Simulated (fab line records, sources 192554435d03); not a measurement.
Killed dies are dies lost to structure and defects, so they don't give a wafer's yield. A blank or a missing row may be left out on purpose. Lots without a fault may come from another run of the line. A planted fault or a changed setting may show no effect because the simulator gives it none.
fab line records | flow n5_finfet | part 1 of 2: steps 1 to 4 of 6
record lots=22 wafers=66 last_day=18
route steps=1938 shown SD_EPI_N@287 SDB@356 DUMMY_REMOVAL@377
lots that met no fault: from a run of the same line without faults
start_h: hours from the record's first day to the start of the lot's first wafer shown | wait_h: hours since the lot's step before | " the same as in the row above | L1.1+2: a row that stands for several wafers | - no value, or no start given | * or withheld: withheld | < > ~ a bound
route shown NAME@n: a module of which the file shows steps, and the number in the route of the first | usual: mean/standard deviation of fault-free wafers | same: alike in all rows | chamber/n: place in a boat | sites: the reading at each site | _std_site: their standard deviation | _edge_site: outer sites' mean less inner sites' | radius_mm: how far each site lies from the wafer's centre | mask NAME#n: copy n | behind: the tool/chamber that last shaped the wafer | hold: why the lot was held/for how many hours/how that ended | device: the transistor (n, p or np) that didn't switch | end of line: the same wafers' tests at the end of the route | a step without rows: its recipe alone | killed: dies lost to structure and defects at the first sort, not the wafer's yield | map: a wafer's dies, x killed, . not, _ none there
set.NAME: the setting as run; set.NAME@STEP: as run at that earlier step | model.NAME: the simulator's own value behind a step, which no gauge read
steps of the route over a sample of lots; a table a step, a row a wafer
services: from which hour (start_h, from the record's first day; less than 0 if before it) a tool's chamber was out of use, for how many hours, and why
## steps
# step N5_SD_EPI_N_VAPOR_ETCH_50
# recipe chemistry=HCl target=Si temp_c=775 time_s=54 pressure_torr=20 mode=isotropic
# usual throttle_valve_pct=11.80/0.25
# columns lot.wafer tool chamber start_h wait_h throttle_valve_pct
L074.2 epi_rpcvd-03 0 50.09 0.3 12.02
L074.3 " 0 " " 12.22
L074.4 " 0 " " 12.02
L075.1 epi_rpcvd-02 0 57.48 0.3 11.81
L075.2 " 0 " " 11.87
L075.3 " 0 " " 11.62
L076.1 epi_rpcvd-04 0 61.36 0.3 11.50
L076.2 " 0 " " 11.41
L076.5 " 0 " " 11.63
L077.3 epi_rpcvd-02 0 67.62 0.3 11.67
L077.4 " 0 " " 11.79
L077.6 " 0 " " 11.87
L078.4 epi_rpcvd-02 0 73.19 0.2 11.86
L078.5 " 0 " " 11.99
L078.6 " 0 " " 11.96
L079.2 epi_rpcvd-02 0 79.32 0.4 11.69
L079.3 " 0 " " 11.78
L079.6 " 0 " " 11.80
L080.1 epi_rpcvd-02 0 87.16 0.3 11.72
L080.3 " 0 " " 11.65
L080.4 " 0 " " 11.86
L081.1 epi_rpcvd-02 0 94.00 0.4 11.54
L081.2 " 0 " " 11.90
L081.6 " 0 " " 11.66
L082.2 epi_rpcvd-02 0 99.80 0.3 11.89
L082.4 " 0 " " 12.06
L082.5 " 0 " " 11.81
L083.3 epi_rpcvd-04 0 106.77 0.3 11.43
L083.4 " 0 " " 11.44
L083.5 " 0 " " 11.30
L085.2 epi_rpcvd-03 0 119.17 0.3 11.91
L085.4 " 0 " " 11.85
L085.5 " 0 " " 12.05
L087.2 epi_rpcvd-02 0 129.99 0.3 11.90
L087.3 " 0 " " 11.65
L087.5 " 0 " " 12.26
L088.1 epi_rpcvd-03 0 133.53 0.4 12.05
L088.4 " 0 " " 12.16
L088.5 " 0 " " 12.15
L089.2 epi_rpcvd-02 0 141.23 0.3 11.70
L089.3 " 0 " " 11.95
L089.6 " 0 " " 11.85
L090.2 epi_rpcvd-02 0 146.20 0.3 11.94
L090.3 " 0 " " 11.80
L090.5 " 0 " " 12.06
L091.1 epi_rpcvd-04 0 152.26 0.4 11.21
L091.4 " 0 " " 11.37
L091.5 " 0 " " 11.51
L092.1 epi_rpcvd-04 0 158.53 0.4 11.41
L092.2 " 0 " " 11.46
L092.3 " 0 " " 11.37
L093.3 epi_rpcvd-03 0 165.42 0.2 11.83
L093.5 " 0 " " 11.85
L093.6 " 0 " " 12.08
L094.1 epi_rpcvd-02 0 169.56 0.3 11.77
L094.4 " 0 " " 11.79
L094.5 " 0 " " 11.88
L095.2 epi_rpcvd-02 0 181.07 0.3 11.93
L095.4 " 0 " " 12.14
L095.6 " 0 " " 11.76
L096.1 epi_rpcvd-02 0 187.47 0.3 11.76
L096.2 " 0 " " 11.79
L096.4 " 0 " " 11.78
L097.2 epi_rpcvd-02 0 193.40 0.3 11.91
L097.4 " 0 " " 12.02
L097.5 " 0 " " 11.91
# step N5_SDB_CD_MEAS_11
# recipe target_cd_nm=50 landing_energy_ev=500 detector=se_inlens polarity=opening
# usual cd_nm=49.9/1.1
# columns lot.wafer tool chamber start_h wait_h cd_nm
L074.2 cd_sem-03 0 64.15 - 48.7
L074.3 " 0 " " 49.7
L074.4 " 0 " " 50.4
L075.1 cd_sem-03 0 71.53 - 52.0
L075.2 " 0 " " 51.9
L075.3 " 0 " " 51.0
L076.1 cd_sem-02 0 76.51 - 49.9
L076.2 " 0 " " 49.6
L076.5 " 0 " " 50.3
L077.3 cd_sem-01 0 82.40 - 50.0
L077.4 " 0 " " 50.6
L077.6 " 0 " " 50.5
L078.4 cd_sem-02 0 89.45 - 51.3
L078.5 " 0 " " 49.7
L078.6 " 0 " " 52.0
L079.2 cd_sem-01 0 94.88 - 48.8
L079.3 " 0 " " 49.6
L079.6 " 0 " " 49.5
L080.1 cd_sem-02 0 102.21 - 51.2
L080.3 " 0 " " 49.1
L080.4 " 0 " " 50.0
L081.1 cd_sem-02 0 108.57 - 52.4
L081.2 " 0 " " 50.7
L081.6 " 0 " " 51.3
L082.2 cd_sem-03 0 117.47 - 47.4
L082.4 " 0 " " 48.1
L082.5 " 0 " " 47.5
L083.3 cd_sem-01 0 121.65 - 48.5
L083.4 " 0 " " 49.2
L083.5 " 0 " " 49.7
L085.2 cd_sem-01 0 133.44 - 50.5
L085.4 " 0 " " 50.6
L085.5 " 0 " " 51.8
L087.2 cd_sem-01 0 144.18 - 49.1
L087.3 " 0 " " 47.7
L087.5 " 0 " " 48.3
L088.1 cd_sem-01 0 149.13 - 49.7
L088.4 " 0 " " 51.0
L088.5 " 0 " " 50.1
L089.2 cd_sem-01 0 156.13 - 49.5
L089.3 " 0 " " 48.9
L089.6 " 0 " " 48.4
L090.2 cd_sem-02 0 160.66 - 50.3
L090.3 " 0 " " 48.9
L090.5 " 0 " " 49.9
L091.1 cd_sem-03 0 167.06 - 49.1
L091.4 " 0 " " 50.7
L091.5 " 0 " " 49.5
L092.1 cd_sem-02 0 173.21 - 50.2
L092.2 " 0 " " 49.9
L092.3 " 0 " " 50.7
L093.3 cd_sem-01 0 180.39 - 49.7
L093.5 " 0 " " 48.8
L093.6 " 0 " " 49.2
L094.1 cd_sem-01 0 184.83 - 50.3
L094.4 " 0 " " 51.1
L094.5 " 0 " " 49.9
L095.2 cd_sem-02 0 196.21 - 49.1
L095.4 " 0 " " 49.4
L095.6 " 0 " " 50.1
L096.1 cd_sem-03 0 202.97 - 51.0
L096.2 " 0 " " 50.9
L096.4 " 0 " " 50.1
L097.2 cd_sem-02 0 209.30 - 52.1
L097.4 " 0 " " 51.0
L097.5 " 0 " " 51.2
# step N5_SDB_DESCUM_16
# recipe chemistry=O2 time_s=7.9 source_power_w=50 bias_power_w=20 pressure_mtorr=20 rf_frequency_hz=2.712e+07 temp_c=40 resist=CAR-ArF o2_flow_sccm=225
# usual drypump_motor_current_A=5.6/0.41 oes_product_au=0.81/0.085 rf_vpp_V=243.7/1.2 showerhead_plenum_p_Torr=2.13/0.066 throttle_valve_pct=20.4/0.33
# columns lot.wafer tool chamber start_h wait_h drypump_motor_current_A oes_product_au rf_hours_counter_h rf_vpp_V showerhead_plenum_p_Torr throttle_valve_pct
L074.2 rie_diel-06 3 64.47 0.3 6.5 0.73 167 245.0 2.17 20.5
L074.3 " 1 " " 5.3 0.80 95 240.6 2.02 20.7
L074.4 " 2 " " 5.0 0.86 50 242.4 2.03 20.4
L075.1 rie_diel-06 0 71.62 0.0 5.5 0.75 158 243.3 2.09 20.2
L075.2 " 2 " " 5.0 0.87 53 243.5 2.03 20.5
L075.3 " 3 " " 6.5 0.73 170 243.4 2.16 20.5
L076.1 rie_diel-04 1 76.90 0.3 5.7 0.68 224 243.8 2.15 20.6
L076.2 " 0 " " 5.4 0.87 25 246.5 2.24 20.7
L076.5 " 2 " " 5.7 0.93 - 243.5 2.13 19.8
L077.3 rie_diel-06 1 82.49 0.0 5.3 0.80 100 242.3 2.02 20.7
L077.4 " 2 " " 5.0 0.85 56 242.9 2.03 20.5
L077.6 " 3 " " 6.5 0.73 - 242.2 2.16 20.5
L078.4 rie_diel-06 1 89.53 0.0 5.3 0.80 102 242.2 2.02 20.7
L078.5 " 3 " " 6.5 0.73 - 244.1 2.16 20.5
L078.6 " 2 " " 5.0 0.86 - 243.5 2.03 20.5
L079.2 rie_diel-06 0 94.97 0.0 5.5 0.75 164 243.4 2.09 20.2
L079.3 " 3 " " 6.5 0.72 177 246.7 2.16 20.5
L079.6 " 3 " " 6.5 0.73 - 243.1 2.16 20.5
L080.1 rie_diel-04 3 102.29 0.0 5.5 0.95 8 244.5 2.14 19.9
L080.3 " 2 " " 5.7 0.91 20 244.6 2.13 19.8
L080.4 " 1 " " 5.8 0.67 234 245.5 2.15 20.6
L081.1 rie_diel-03 0 108.85 0.2 5.1 0.92 17 243.0 2.06 20.4
L081.2 " 1 " " 5.5 0.71 210 242.9 2.08 20.5
L081.6 " 3 " " 5.6 0.69 - 242.8 2.15 21.0
L082.2 rie_diel-03 3 117.56 0.0 5.7 0.69 239 244.3 2.15 21.0
L082.4 " 1 " " 5.6 0.71 - 243.2 2.08 20.5
L082.5 " 3 " " 5.7 0.68 - 245.7 2.15 21.0
L083.3 rie_diel-06 0 121.74 0.0 5.5 0.75 173 242.5 2.09 20.2
L083.4 " 1 " " 5.3 0.78 113 242.1 2.02 20.7
L083.5 " 2 " " 5.0 0.84 - 241.8 2.02 20.5
L085.2 rie_diel-04 3 133.52 0.0 5.5 0.92 18 243.6 2.13 19.9
L085.4 " 1 " " 5.7 0.67 244 243.7 2.15 20.6
L085.5 " 0 " " 5.4 0.85 - 243.2 2.23 20.8
L087.2 rie_diel-04 3 144.29 0.0 5.5 0.91 22 244.0 2.13 19.9
L087.3 " 2 " " 5.7 0.88 33 244.0 2.13 19.9
L087.5 " 0 " " 5.4 0.84 - 244.1 2.23 20.7
L088.1 rie_diel-03 0 149.36 0.2 5.0 0.90 27 241.7 2.06 20.5
L088.4 " 2 " " 5.7 0.92 - 245.3 2.23 20.0
L088.5 " 0 " " 5.0 0.90 - 242.7 2.06 20.5
L089.2 rie_diel-03 0 156.22 0.0 5.0 0.89 30 242.6 2.06 20.5
L089.3 " 2 " " 5.7 0.91 18 245.3 2.23 20.0
L089.6 " 0 " " 5.0 0.90 - 242.2 2.06 20.5
L090.2 rie_diel-04 2 160.75 0.0 5.7 0.87 40 242.9 2.12 19.9
L090.3 " 3 " " 5.5 0.91 28 243.5 2.13 19.9
L090.5 " 0 " " 5.4 0.83 - 245.7 2.23 20.8
L091.1 rie_diel-04 0 167.53 0.4 5.4 0.83 58 245.5 2.23 20.8
L091.4 " 0 " " 5.4 0.83 - 244.5 2.23 20.8
L091.5 " 2 " " 5.6 0.86 - 243.4 2.12 19.9
L092.1 rie_diel-04 0 173.30 0.0 5.4 0.82 61 244.2 2.23 20.8
L092.2 " 1 " " 5.7 0.97 3 244.6 2.14 20.2
L092.3 " 3 " " 5.5 0.90 33 242.5 2.13 19.9
L093.3 rie_diel-06 3 180.57 0.1 6.5 0.70 209 244.0 2.15 20.5
L093.5 " 3 " " 6.5 0.71 - 245.5 2.15 20.5
L093.6 " 0 " " 5.5 0.72 - 242.9 2.08 20.3
L094.1 rie_diel-04 2 184.92 0.0 5.7 0.85 48 242.6 2.12 19.9
L094.4 " 1 " " 5.7 0.95 6 243.8 2.14 20.2
L094.5 " 0 " " 5.4 0.82 - 246.4 2.22 20.8
L095.2 rie_diel-04 2 196.30 0.0 5.7 0.84 53 244.2 2.12 19.9
L095.4 " 1 " " 5.8 0.95 8 243.6 2.14 20.2
L095.6 " 0 " " 5.4 0.82 - 245.1 2.22 20.8
L096.1 rie_diel-04 2 203.06 0.0 5.7 0.84 56 244.9 2.12 19.9
L096.2 " 1 " " 5.7 0.94 11 244.0 2.14 20.2
L096.4 " 3 " " 5.5 0.87 44 242.4 2.12 19.9
L097.2 rie_diel-06 1 209.38 0.0 5.3 0.75 144 242.8 2.01 20.8
L097.4 " 3 " " 6.5 0.70 217 243.6 2.15 20.5
L097.5 " 3 " " 6.5 0.70 - 244.2 2.15 20.5
# step N5_SDB_ETCH_25
# recipe chemistry=C4F6/O2 target=SiO2 target_depth_a=100 time_s=3.3 ion_energy_ev=250 mask_material=SiNx pressure_mtorr=30 source_w=345 bias_w=185 Ar_flow_sccm=300 C4F6_flow_sccm=10 O2_flow_sccm=10
# usual C4F6_flow_sccm=10.000/0.029 drypump_motor_current_A=5.5/0.36 mfc_ar_sccm=300.0/0.97 oes_product_au=0.82/0.097 rf_vpp_V=667/7.3 showerhead_plenum_p_Torr=2.88/0.087 throttle_valve_pct=21.16/0.29
# columns lot.wafer tool chamber start_h wait_h C4F6_flow_sccm drypump_motor_current_A mfc_ar_sccm oes_product_au rf_hours_counter_h rf_vpp_V showerhead_plenum_p_Torr throttle_valve_pct
L074.2 rie_diel-03 2 65.00 0.0 9.995 5.7 300.1 0.69 248 668 2.70 21.13
L074.3 " 1 " " 10.001 5.6 299.2 0.71 190 673 2.84 21.19
L074.4 " 1 " " 9.986 5.6 298.5 0.72 - 674 2.84 21.17
L075.1 rie_diel-04 2 72.35 0.2 10.028 5.7 299.3 0.95 9 668 2.91 20.64
L075.2 " 1 " " 10.063 5.7 298.8 0.68 222 668 2.94 21.31
L075.3 " 0 " " 10.026 5.4 300.2 0.88 23 666 3.01 21.35
L076.1 rie_diel-06 0 77.43 0.0 9.996 5.5 299.7 0.75 160 658 2.85 20.97
L076.2 " 1 " " 10.016 5.3 301.2 0.80 100 658 2.75 21.41
L076.5 " 2 " " 10.012 5.0 300.6 0.86 - 663 2.79 21.37
L077.3 rie_diel-06 3 83.20 0.2 10.002 6.5 299.7 0.73 173 673 2.95 21.31
L077.4 " 2 " " 9.956 5.0 299.9 0.85 57 662 2.79 21.38
L077.6 " 2 " " 9.944 5.0 299.4 0.85 - 664 2.79 21.38
L078.4 rie_diel-03 1 90.06 0.0 9.986 5.5 300.3 0.71 201 672 2.83 21.17
L078.5 " 0 " " 9.965 5.1 301.1 0.94 - 657 2.80 21.15
L078.6 " 3 " " 9.957 5.7 300.0 0.70 - 672 2.93 21.71
L079.2 rie_diel-06 1 95.50 0.0 10.002 5.3 300.5 0.79 104 656 2.75 21.41
L079.3 " 3 " " 10.034 6.5 299.5 0.72 178 674 2.95 21.29
L079.6 " 0 " " 10.005 5.5 300.9 0.75 - 658 2.85 20.98
L080.1 rie_diel-04 2 102.82 0.0 9.945 5.7 299.0 0.91 20 667 2.91 20.65
L080.3 " 3 " " 10.036 5.5 299.6 0.96 8 665 2.91 20.62
L080.4 " 0 " " 10.014 5.4 300.8 0.86 34 666 3.01 21.35
L081.1 rie_diel-06 3 109.38 0.0 9.981 6.5 300.2 0.72 183 675 2.95 21.30
L081.2 " 2 " " 10.013 5.0 300.6 0.85 67 663 2.79 21.39
L081.6 " 1 " " 10.000 5.3 300.2 0.79 - 658 2.75 21.42
L082.2 rie_diel-04 1 118.31 0.1 10.032 5.7 300.4 0.67 239 667 2.93 21.34
L082.4 " 3 " " 10.040 5.5 300.8 0.96 12 665 2.91 20.63
L082.5 " 3 " " 9.973 5.5 301.1 0.95 - 663 2.91 20.65
L083.3 rie_diel-04 2 122.27 0.0 9.980 5.7 301.4 0.91 25 667 2.91 20.68
L083.4 " 3 " " 10.050 5.5 301.5 0.96 14 665 2.91 20.66
L083.5 " 1 " " 9.996 5.7 299.5 0.68 - 666 2.93 21.35
L085.2 rie_diel-03 0 134.07 0.0 9.971 5.1 301.4 0.90 22 656 2.80 21.17
L085.4 " 3 " " 10.049 5.7 302.7 0.68 246 672 2.92 21.73
L085.5 " 3 " " 10.002 5.7 300.6 0.68 - 673 2.92 21.73
L087.2 rie_diel-06 1 145.46 0.5 10.031 5.3 302.4 0.77 122 656 2.74 21.44
L087.3 " 2 " " 9.952 5.0 302.1 0.82 80 665 2.78 21.40
L087.5 " 1 " " 10.005 5.3 301.2 0.77 - 656 2.74 21.43
L088.1 rie_diel-03 1 149.89 0.0 9.989 5.5 301.7 0.69 225 674 2.82 21.23
L088.4 " 2 " " 10.032 5.7 300.6 0.92 - 680 3.03 20.79
L088.5 " 0 " " 9.955 5.1 299.2 0.89 - 658 2.79 21.18
L089.2 rie_diel-03 1 156.77 0.1 9.960 5.6 300.0 0.69 229 673 2.82 21.22
L089.3 " 2 " " 9.989 5.7 300.3 0.90 18 680 3.03 20.78
L089.6 " 0 " " 10.001 5.1 301.1 0.89 - 656 2.79 21.18
L090.2 rie_diel-04 2 161.35 0.0 10.008 5.7 298.8 0.87 40 667 2.90 20.68
L090.3 " 3 " " 9.978 5.5 299.0 0.92 28 665 2.90 20.67
L090.5 " 0 " " 10.027 5.4 299.7 0.84 - 666 3.00 21.39
L091.1 rie_diel-03 2 168.09 0.0 10.000 5.7 300.5 0.90 23 680 3.03 20.80
L091.4 " 0 " " 9.981 5.1 300.8 0.88 - 657 2.79 21.21
L091.5 " 2 " " 10.006 5.7 300.4 0.90 - 681 3.03 20.79
L092.1 rie_diel-04 1 173.82 0.0 10.008 5.7 297.5 0.97 3 665 2.92 21.02
L092.2 " 0 " " 10.008 5.4 299.8 0.82 61 666 2.99 21.37
L092.3 " 2 " " 10.022 5.7 299.8 0.86 45 666 2.90 20.69
L093.3 rie_diel-03 0 181.10 0.0 9.989 5.1 300.2 0.87 42 657 2.79 21.21
L093.5 " 3 " " 9.921 5.7 301.7 1.01 - 673 2.92 21.36
L093.6 " 0 " " 10.037 5.1 299.6 0.87 - 658 2.79 21.21
L094.1 rie_diel-06 0 186.01 0.4 10.009 5.5 299.7 0.72 196 657 2.83 21.02
L094.4 " 3 " " 10.026 6.5 299.1 0.71 210 672 2.93 21.33
L094.5 " 0 " " 10.018 5.5 298.9 0.72 - 656 2.83 21.02
L095.2 rie_diel-03 0 197.01 0.1 10.018 5.1 299.3 0.85 48 657 2.78 21.22
L095.4 " 1 " " 10.025 5.5 299.4 0.67 245 674 2.81 21.24
L095.6 " 3 " " 9.974 5.7 300.1 0.97 - 671 2.91 21.37
L096.1 rie_diel-03 1 203.59 0.0 9.996 5.6 299.4 0.67 248 672 2.81 21.24
L096.2 " 2 " " 10.023 5.7 300.1 0.87 36 680 3.02 20.83
L096.4 " 0 " " 10.016 5.1 299.8 0.86 50 656 2.78 21.20
L097.2 rie_diel-04 1 209.91 0.0 10.050 5.8 300.5 0.92 13 666 2.92 21.03
L097.4 " 3 " " 9.977 5.5 298.8 0.88 46 664 2.89 20.68
L097.5 " 1 " " 10.088 5.7 300.7 0.93 - 667 2.92 21.04
